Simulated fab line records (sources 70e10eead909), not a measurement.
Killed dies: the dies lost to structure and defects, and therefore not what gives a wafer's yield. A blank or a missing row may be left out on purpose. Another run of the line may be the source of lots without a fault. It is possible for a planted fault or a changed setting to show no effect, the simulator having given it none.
Which tool was responsible? || flow nandHarc || 42 wafers from 14 lots sampled at 4 of the route's 1159 steps

## WHAT THE GAUGES READ, wafer by wafer
NHARC_END_SORT_01.
{"lot": "L894", "measured": "day 24 01:56", "on": "prober-01", "killedAtArray": "102 50 91", "killedAtOther": "1 1 1", "killedAtPeriphery": "4 9 5", "killedDies": "107 60 97", "killedOpen": "5 2 4", "killedShort": "0 0 1"}
{"lot": "L897", "measured": "day 25 01:31", "on": "prober-01", "killedAtArray": "80 126 111", "killedAtOther": "0 0 1", "killedAtPeriphery": "2 2 0", "killedDies": "82 128 112", "killedOpen": "2 3 1", "killedShort": "2 4 1"}

## TOOL THAT RAN EACH LOT (tool first, then ch and the chambers of the sampled wafers, then the start)
{"lot": "L879", "NHARC_A_WL_FILL_ETCHBACK_26": "rieSi-03 ch 0,2,3, day 16 01:40", "NHARC_A_M1_DEGAS_29": "pvdSputter-01, day 18 02:28", "NHARC_A_BONDPAD_CMP_19": "cmp-02 ch 0,2,3, day 18 08:35"}
{"lot": "L878", "NHARC_A_WL_FILL_ETCHBACK_26": "rieSi-02 ch 0,2,3, day 16 01:42", "NHARC_A_M1_DEGAS_29": "pvdSputter-01, day 18 03:08", "NHARC_A_BONDPAD_CMP_19": "cmp-04 ch 0,1,2, day 18 09:10"}
{"lot": "L881", "NHARC_A_WL_FILL_ETCHBACK_26": "rieSi-05 ch 0,2,3, day 16 07:32", "NHARC_A_M1_DEGAS_29": "pvdSputter-02, day 18 03:50", "NHARC_A_BONDPAD_CMP_19": "cmp-02 ch 1,2,3, day 18 09:54"}
{"lot": "L883", "NHARC_A_WL_FILL_ETCHBACK_26": "rieSi-03 ch 0,1,2, day 16 23:01", "NHARC_A_M1_DEGAS_29": "pvdSputter-03, day 18 20:52", "NHARC_A_BONDPAD_CMP_19": "cmp-04 ch 1,2, day 19 02:33"}
{"lot": "L880", "NHARC_A_WL_FILL_ETCHBACK_26": "rieSi-02 ch 1,2,3, day 16 23:02", "NHARC_A_M1_DEGAS_29": "pvdSputter-02, day 18 23:47", "NHARC_A_BONDPAD_CMP_19": "cmp-03 ch 1,2, day 19 05:44"}
{"lot": "L885", "NHARC_A_WL_FILL_ETCHBACK_26": "rieSi-03 ch 0,1,3, day 17 14:46", "NHARC_A_M1_DEGAS_29": "pvdSputter-01, day 19 16:02", "NHARC_A_BONDPAD_CMP_19": "cmp-02 ch 0,1,2, day 19 22:12"}
{"lot": "L888", "NHARC_A_WL_FILL_ETCHBACK_26": "rieSi-05 ch 0,1,3, day 17 14:46", "NHARC_A_M1_DEGAS_29": "pvdSputter-03, day 19 14:03", "NHARC_A_BONDPAD_CMP_19": "cmp-03 ch 2,3, day 19 19:50"}
{"lot": "L884", "NHARC_A_WL_FILL_ETCHBACK_26": "rieSi-05 ch 0,1, day 17 19:47", "NHARC_A_M1_DEGAS_29": "pvdSputter-03, day 19 17:37", "NHARC_A_BONDPAD_CMP_19": "cmp-03 ch 0,1,3, day 19 23:22"}
{"lot": "L886", "NHARC_A_WL_FILL_ETCHBACK_26": "rieSi-05 ch 0,3, day 18 05:05", "NHARC_A_M1_DEGAS_29": "pvdSputter-02, day 20 03:07", "NHARC_A_BONDPAD_CMP_19": "cmp-04 ch 0,2,3, day 20 09:07"}
{"lot": "L887", "NHARC_A_WL_FILL_ETCHBACK_26": "rieSi-03 ch 1,2,3, day 18 05:05", "NHARC_A_M1_DEGAS_29": "pvdSputter-01, day 19 22:16", "NHARC_A_BONDPAD_CMP_19": "cmp-02 ch 0,3, day 20 04:19"}
{"lot": "L894", "NHARC_A_WL_FILL_ETCHBACK_26": "rieSi-05 ch 0,1,2, day 19 20:13", "NHARC_A_M1_DEGAS_29": "pvdSputter-02, day 22 11:22", "NHARC_A_BONDPAD_CMP_19": "cmp-04 ch 1,2,3, day 22 17:05"}
{"lot": "L898", "NHARC_A_WL_FILL_ETCHBACK_26": "rieSi-02 ch 1,3, day 20 20:01", "NHARC_A_M1_DEGAS_29": "pvdSputter-03, day 22 18:03", "NHARC_A_BONDPAD_CMP_19": "cmp-02 ch 2,3, day 23 00:05"}
{"lot": "L899", "NHARC_A_WL_FILL_ETCHBACK_26": "rieSi-03 ch 0,2,3, day 20 23:11", "NHARC_A_M1_DEGAS_29": "pvdSputter-02, day 22 21:13", "NHARC_A_BONDPAD_CMP_19": "cmp-03 ch 1,3, day 23 03:04"}
{"lot": "L897", "NHARC_A_WL_FILL_ETCHBACK_26": "rieSi-05 ch 1,2,3, day 20 23:13", "NHARC_A_M1_DEGAS_29": "pvdSputter-03, day 23 13:17", "NHARC_A_BONDPAD_CMP_19": "cmp-02 ch 1,3, day 23 19:04"}
- NHARC_A_WL_FILL_ETCHBACK_26: etches the open film in HBr, target depth 52 nm, time 13.3 s.
- NHARC_A_M1_DEGAS_29: time 60 s.
- NHARC_A_BONDPAD_CMP_19: polishes, t overpolish 30 s, cu recess touch 16 s, target thk 169.8 nm.

## AS READ BY THE TOOLS THEMSELVES (means over the sampled wafers that have a number; for cases with no such wafer, the mark the record gives instead)
NHARC_A_WL_FILL_ETCHBACK_26.
{"lot": "L879", "tool": "rieSi-03", "drypumpMotorCurrentA (A)": 5.6, "oesProductAu (a.u.)": 0.994, "throttleValvePct (%)": 23.263}
{"lot": "L878", "tool": "rieSi-02", "drypumpMotorCurrentA (A)": 5.7, "oesProductAu (a.u.)": 1.015, "throttleValvePct (%)": 23.258}
{"lot": "L881", "tool": "rieSi-05", "drypumpMotorCurrentA (A)": 6.1, "oesProductAu (a.u.)": 1.000, "throttleValvePct (%)": 23.259}
{"lot": "L883", "tool": "rieSi-03", "drypumpMotorCurrentA (A)": 5.6, "oesProductAu (a.u.)": 0.994, "throttleValvePct (%)": 23.257}
{"lot": "L880", "tool": "rieSi-02", "drypumpMotorCurrentA (A)": 6.0, "oesProductAu (a.u.)": 1.011, "throttleValvePct (%)": 23.264}
{"lot": "L885", "tool": "rieSi-03", "drypumpMotorCurrentA (A)": 5.7, "oesProductAu (a.u.)": 0.999, "throttleValvePct (%)": 23.256}
{"lot": "L888", "tool": "rieSi-05", "drypumpMotorCurrentA (A)": 6.1, "oesProductAu (a.u.)": 0.992, "throttleValvePct (%)": 23.268}
{"lot": "L884", "tool": "rieSi-05", "drypumpMotorCurrentA (A)": 6.0, "oesProductAu (a.u.)": 0.989, "throttleValvePct (%)": 23.268}
{"lot": "L886", "tool": "rieSi-05", "drypumpMotorCurrentA (A)": 6.2, "oesProductAu (a.u.)": 0.980, "throttleValvePct (%)": 23.262}
{"lot": "L887", "tool": "rieSi-03", "drypumpMotorCurrentA (A)": 6.0, "oesProductAu (a.u.)": 0.989, "throttleValvePct (%)": 23.267}
{"lot": "L894", "tool": "rieSi-05", "drypumpMotorCurrentA (A)": 6.1, "oesProductAu (a.u.)": 0.997, "throttleValvePct (%)": 23.260}
{"lot": "L898", "tool": "rieSi-02", "drypumpMotorCurrentA (A)": 5.9, "oesProductAu (a.u.)": 1.014, "throttleValvePct (%)": 23.265}
{"lot": "L899", "tool": "rieSi-03", "drypumpMotorCurrentA (A)": 5.6, "oesProductAu (a.u.)": 0.991, "throttleValvePct (%)": 23.270}
{"lot": "L897", "tool": "rieSi-05", "drypumpMotorCurrentA (A)": 6.2, "oesProductAu (a.u.)": 0.983, "throttleValvePct (%)": 23.271}

NHARC_A_M1_DEGAS_29.
{"lot": "L879", "tool": "pvdSputter-01", "heaterPowerW (W)": 351}
{"lot": "L878", "tool": "pvdSputter-01", "heaterPowerW (W)": 352}
{"lot": "L881", "tool": "pvdSputter-02", "heaterPowerW (W)": 325}
{"lot": "L883", "tool": "pvdSputter-03", "heaterPowerW (W)": 295}
{"lot": "L880", "tool": "pvdSputter-02", "heaterPowerW (W)": 307}
{"lot": "L885", "tool": "pvdSputter-01", "heaterPowerW (W)": 343}
{"lot": "L888", "tool": "pvdSputter-03", "heaterPowerW (W)": 321}
{"lot": "L884", "tool": "pvdSputter-03", "heaterPowerW (W)": 347}
{"lot": "L886", "tool": "pvdSputter-02", "heaterPowerW (W)": 346}
{"lot": "L887", "tool": "pvdSputter-01", "heaterPowerW (W)": 348}
{"lot": "L894", "tool": "pvdSputter-02", "heaterPowerW (W)": 320}
{"lot": "L898", "tool": "pvdSputter-03", "heaterPowerW (W)": 350}
{"lot": "L899", "tool": "pvdSputter-02", "heaterPowerW (W)": 345}
{"lot": "L897", "tool": "pvdSputter-03", "heaterPowerW (W)": 299}

NHARC_A_BONDPAD_CMP_19.
{"lot": "L879", "tool": "cmp-02", "motorCurrentA (A)": 13.2, "overpolishRunS (s)": 29.998}
{"lot": "L878", "tool": "cmp-04", "motorCurrentA (A)": 12.5, "overpolishRunS (s)": 30.004}
{"lot": "L881", "tool": "cmp-02", "motorCurrentA (A)": 12.6, "overpolishRunS (s)": 30.001}
{"lot": "L883", "tool": "cmp-04", "motorCurrentA (A)": 13.4, "overpolishRunS (s)": 29.994}
{"lot": "L880", "tool": "cmp-03", "motorCurrentA (A)": 11.6, "overpolishRunS (s)": 30.001}
{"lot": "L885", "tool": "cmp-02", "motorCurrentA (A)": 12.3, "overpolishRunS (s)": 30.003}
{"lot": "L888", "tool": "cmp-03", "motorCurrentA (A)": 11.9, "overpolishRunS (s)": 29.991}
{"lot": "L884", "tool": "cmp-03", "motorCurrentA (A)": 11.5, "overpolishRunS (s)": 30.001}
{"lot": "L886", "tool": "cmp-04", "motorCurrentA (A)": 12.5, "overpolishRunS (s)": 30.001}
{"lot": "L887", "tool": "cmp-02", "motorCurrentA (A)": 12.7, "overpolishRunS (s)": 30.002}
{"lot": "L894", "tool": "cmp-04", "motorCurrentA (A)": 13.2, "overpolishRunS (s)": 29.996}
{"lot": "L898", "tool": "cmp-02", "motorCurrentA (A)": 13.2, "overpolishRunS (s)": 30.000}
{"lot": "L899", "tool": "cmp-03", "motorCurrentA (A)": 11.9, "overpolishRunS (s)": 30.003}
{"lot": "L897", "tool": "cmp-02", "motorCurrentA (A)": 13.0, "overpolishRunS (s)": 29.996}

## THE ANSWER, worked out from the rows above alone
Rule: the lots themselves supply what counts as usual. Put in order of their means at a reading, lots are off if they are a third of the lots or fewer, leave a main group of 4 or more, and stand apart from it by a gap of 3 or more times the standard deviation of the main group's means; of several such gaps the widest counts. A main group is skipped when, at the precision printed for the reading in the tables above, its means are all equal. Also off: a lot with no number at a reading for which 4 or more lots have one. All remaining lots with rows at the step are treated as sound. First the gauges in route order, then the tools' own readings, where a lot's mean is used as printed above. The first step at which some lot is off is used, and at that step the reading that is off furthest; a lot without a number counts as furthest.
Nothing can be told from this: no lot is off at any reading shown.

## WHAT THE SIMULATOR HAD PUT IN
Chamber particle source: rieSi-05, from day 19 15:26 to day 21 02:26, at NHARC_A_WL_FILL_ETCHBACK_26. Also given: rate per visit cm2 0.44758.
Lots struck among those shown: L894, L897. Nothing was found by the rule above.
